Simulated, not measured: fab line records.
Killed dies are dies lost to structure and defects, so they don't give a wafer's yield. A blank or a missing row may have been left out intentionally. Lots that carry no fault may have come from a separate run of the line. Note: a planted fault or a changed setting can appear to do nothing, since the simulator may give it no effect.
Matching of chambers	flow nand_harc	pecvd-02 running NHARC_A_CONTACT_DEP_24: 3 sister chambers
The step deposits SiO2, target thk 500 nm. 22 wafers are shown with their chamber, then 11 later ones without.

== WAFERS WITH THEIR CHAMBER ==
wafer	chamber	heater_power_w (W)	throttle_valve_pct (%)	heater_power_outer_w (W)
L076.4	1	849	15.95	446
L076.5	2	648	16.25	336
L076.6	0	427	15.63	247
L077.1	1	671	15.74	300
L077.4	2	672	16.46	352
L077.6	1	707	15.41	341
L078.1	1	852	15.83	444
L078.5	0	407	15.88	229
L078.6	2	584	16.47	297
L083.1	0	491	15.83	288
L083.2	2	575	16.41	280
L083.6	1	648	15.71	298
L080.1	1	780	15.75	393
L080.3	0	491	16.14	279
L080.5	0	494	15.88	293
L087.1	2	551	16.69	265
L087.4	1	766	15.98	383
L087.6	2	594	16.42	295
L085.1	1	830	15.89	428
L085.2	2	590	16.31	317
L085.3	0	372	15.94	201
L091.4	2	650	16.55	341

SIGNATURES, as means of the wafers listed above
reading	chamber 0	chamber 1	chamber 2	scatter within a chamber
heater_power_w	447.00	762.88	608.00	61.4
throttle_valve_pct	15.8833	15.7825	16.4450	0.161
heater_power_outer_w	256.17	379.12	310.38	45.4
Rule: for each reading, subtract the chamber's mean from the wafer's reading, divide by that reading's scatter and square the result; add these up over the readings and take the root, which gives the wafer's distance from the chamber. The wafer belongs to the nearest chamber; if the next one is less than 2 further off, it can't be placed. How the scatter is found: for the shown wafers, subtract from each reading the mean of its chamber, square and add these, divide the total by (wafers less chambers), then take the root.

== WAFERS WITH NO CHAMBER GIVEN ==
wafer	heater_power_w (W)	throttle_valve_pct (%)	heater_power_outer_w (W)
L091.5	775	16.02	372
L091.6	408	15.69	226
L090.1	754	15.69	377
L090.3	632	16.63	330
L090.6	496	15.63	288
L094.1	814	15.97	436
L094.2	602	16.44	312
L094.5	631	16.33	336
L096.1	554	16.51	269
L096.2	720	15.93	342
L096.6	597	16.66	300

== EACH ONE'S CHAMBER ==
wafer	from the rows above	in truth
L091.5	1	1
L091.6	0	0
L090.1	1	1
L090.3	2	2
L090.6	0	0
L094.1	1	1
L094.2	2	2
L094.5	2	2
L096.1	2	2
L096.2	1	1
L096.6	2	2
Correctly placed: 11 of 11. Can't be placed from these rows: 0. Placed wrongly: 0.
